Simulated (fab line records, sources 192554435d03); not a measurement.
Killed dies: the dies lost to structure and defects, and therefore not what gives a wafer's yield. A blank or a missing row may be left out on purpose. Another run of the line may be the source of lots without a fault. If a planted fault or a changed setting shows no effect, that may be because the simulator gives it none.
Problem report, 8D (eight disciplines) form, completed by code || flow n5_finfet || the parts of the form that need people (team, actions taken, sign-off) are left out

== 1. THE ISSUE ==
Wafers without a fault read 75.1 s, standard deviation 0.5; run_length_s at N5_BEOL_M6_ETCH_41 reads a mean of 68.9 s on 2 wafers belonging to 2 lots. That puts it -12 standard deviations away from the usual mean.
The step: etches SiCN in CH3F/O2, target depth 29.7 nm, time 52 s.
Seen first at day 10 09:10 on rie_diel-04, wafer L373.4. At this step, 31 wafers from 11 lots have a number in the record. The rule behind "out" and "out of limits": a value lying over 4 standard deviations away from the usual mean. All remaining wafers that have a number are taken as sound.

== 2. WHAT IT IS, WHAT IT ISN'T ==
{"question": "which readings at this step", "is": "run_length_s", "is not": "drypump_motor_current_A, oes_product_au, rf_vpp_V, showerhead_plenum_p_Torr, throttle_valve_pct"}
{"question": "which lots", "is": "L373, L376", "is not": "L369, L370, L384, L385, L386, L387, L389, L390, L391"}
{"question": "which wafers of those lots", "is": "L373.4, L376.4", "is not": "L373.2, L373.6, L376.1, L376.5"}
{"question": "read on which tools", "is": "rie_diel-04", "is not": "rie_diel-01, rie_diel-03"}
{"question": "when", "is": "from day 10 09:10", "is not": "up to then (8 sound wafers); but 21 sound wafers of L376, L384, L385, L386, L387, L389, L390, L391 came after"}

== 3. WHAT RULES OUT EACH SUSPECT ==
Counting: any tool at a process step up to the reading remains a suspect provided it ran every lot that is out. Sound lots after the first of them don't rule it out here, since some wafers of a struck lot are sound.
- rie_diel-04 at N5_BEOL_M6_TRENCH_ETCH_37 (etches SiCOH lowk in C4F6/O2, target depth 94.435 nm, time 31.5 s): kept. Every lot that is out went through it, the first being L373 (day 10 09:10); the last sound lot it ran before that was L370 (day 9 05:32). Because N5_BEOL_M6_TRENCH_ETCH_37 lacks a start for some lots, the hours and order of its lots are taken from N5_BEOL_M6_ETCH_41.
- rie_diel-04 at N5_BEOL_M6_ETCH_41 (etches SiCN in CH3F/O2, target depth 29.7 nm, time 52 s): kept. Every lot that is out went through it, the first being L373 (day 10 09:10); the last sound lot it ran before that was L370 (day 9 05:32). Out on those wafers are its own readings of run_length_s.
Left after counting: rie_diel-04 at N5_BEOL_M6_TRENCH_ETCH_37, rie_diel-04 at N5_BEOL_M6_ETCH_41.

== 4. THE CAUSE (what the simulator had put in) ==
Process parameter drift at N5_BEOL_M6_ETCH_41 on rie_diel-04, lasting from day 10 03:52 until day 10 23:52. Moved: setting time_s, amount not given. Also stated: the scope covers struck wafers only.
Of the 2 suspects that counting leaves, this tool is one.

== 5. THE EFFECT CHAIN, in route order ==
Rows list readings where the struck wafers' mean (over those with a number) sits beyond 3 standard deviations from the usual. Only readings for which the record gives a usual standard deviation are gone through. hours: the time from each lot's start at the first step in this table that gives one to its start at this step, as a median over the lots. sigmas: the change in usual standard deviations.
{"hours": 0, "step": "N5_BEOL_M6_ETCH_41", "reading": "run_length_s", "usual": "75.1 s", "on struck wafers": 68.9, "change": -6.2, "sigmas": -12}
It contains these process steps:
- N5_BEOL_M6_ETCH_41: etches SiCN in CH3F/O2, target depth 29.7 nm, time 52 s.
Readings that are blank on the struck wafers while sound wafers have them: rf_fwd_power_W at N5_BEOL_M6_ETCH_41.

== 6. WHAT WOULD HAVE CAUGHT IT SOONER ==
In this record no reading fell out of limits until day 10 09:10, 5 hours after the fault had begun at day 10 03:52.
